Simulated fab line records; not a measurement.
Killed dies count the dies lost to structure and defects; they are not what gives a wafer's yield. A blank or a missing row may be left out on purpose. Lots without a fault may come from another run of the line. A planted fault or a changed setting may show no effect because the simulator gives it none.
Matching of chambers -- flow n5 finfet -- N5_SD_EPI_P_ETCH_37 on rie diel-04 has 4 sister chambers
The step etches SOC in N2/H2, overetch 108 nm, time 486 s. 22 wafers are shown with their chamber, then 11 later ones without.

WAFERS WITH THEIR CHAMBER
wafer,chamber,drypump motor current A (A),showerhead plenum p Torr (Torr),throttle valve pct (%)
L077.1,0,5.7,2.63,24.4
L077.2,3,6.6,2.44,24.0
L077.4,1,6.5,2.56,23.8
L081.2,3,6.6,2.44,24.0
L081.3,0,5.7,2.63,24.4
L081.5,1,6.5,2.56,23.9
L082.3,0,5.7,2.62,24.4
L082.4,3,6.6,2.44,24.0
L082.5,1,6.5,2.55,23.9
L087.1,3,6.7,2.43,24.1
L087.5,2,5.7,2.62,24.3
L087.6,3,6.7,2.43,24.0
L089.1,0,5.7,2.62,24.4
L089.4,1,6.5,2.55,23.9
L089.5,1,6.5,2.55,23.9
L090.2,0,5.7,2.62,24.4
L090.3,2,5.7,2.62,24.3
L090.5,1,6.5,2.55,23.9
L091.2,0,5.7,2.62,24.4
L091.3,3,6.6,2.43,24.1
L091.6,3,6.6,2.43,24.0
L094.1,2,5.7,2.61,24.3

SIGNATURES, as means of the wafers listed above
reading,chamber 0,chamber 1,chamber 2,chamber 3,scatter within a chamber
drypump motor current A,5.700,6.500,5.700,6.629,0.0282
showerhead plenum p Torr,2.6233,2.5533,2.6167,2.4343,0.0053
throttle valve pct,24.400,23.883,24.300,24.029,0.0354
Rule: for a wafer and a chamber, the distance is found by dividing, reading by reading, the gap between the wafer's reading and the chamber's mean by the reading's scatter, squaring, summing and taking the root. The wafer belongs to the nearest chamber; if the next one is less than 2 further off, it can't be placed. The scatter: the root of (the sum of the squares of (reading less its chamber's mean) over the shown wafers, divided by (wafers less chambers)).

WAFERS WITH NO CHAMBER GIVEN
wafer,drypump motor current A (A),showerhead plenum p Torr (Torr),throttle valve pct (%)
L094.5,6.6,2.43,24.1
L094.6,5.8,2.61,24.4
L095.2,5.7,2.61,24.3
L095.3,6.5,2.54,23.9
L095.4,5.7,2.61,24.4
L096.2,6.5,2.54,23.9
L096.4,6.6,2.42,24.1
L096.6,6.5,2.54,23.9
L097.3,5.7,2.61,24.4
L097.5,6.6,2.54,23.9
L097.6,5.7,2.61,24.3

EACH ONE'S CHAMBER
wafer,from the rows above,in truth
L094.5,3,3
L094.6,can't be placed: 0 or 2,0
L095.2,2,2
L095.3,1,1
L095.4,can't be placed: 0 or 2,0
L096.2,1,1
L096.4,3,3
L096.6,1,1
L097.3,can't be placed: 0 or 2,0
L097.5,1,1
L097.6,2,2
Correctly placed: 8 of 11. Cannot be placed on the basis of these rows: 3; the candidates contain the true chamber in 3. Wrongly placed: 0.
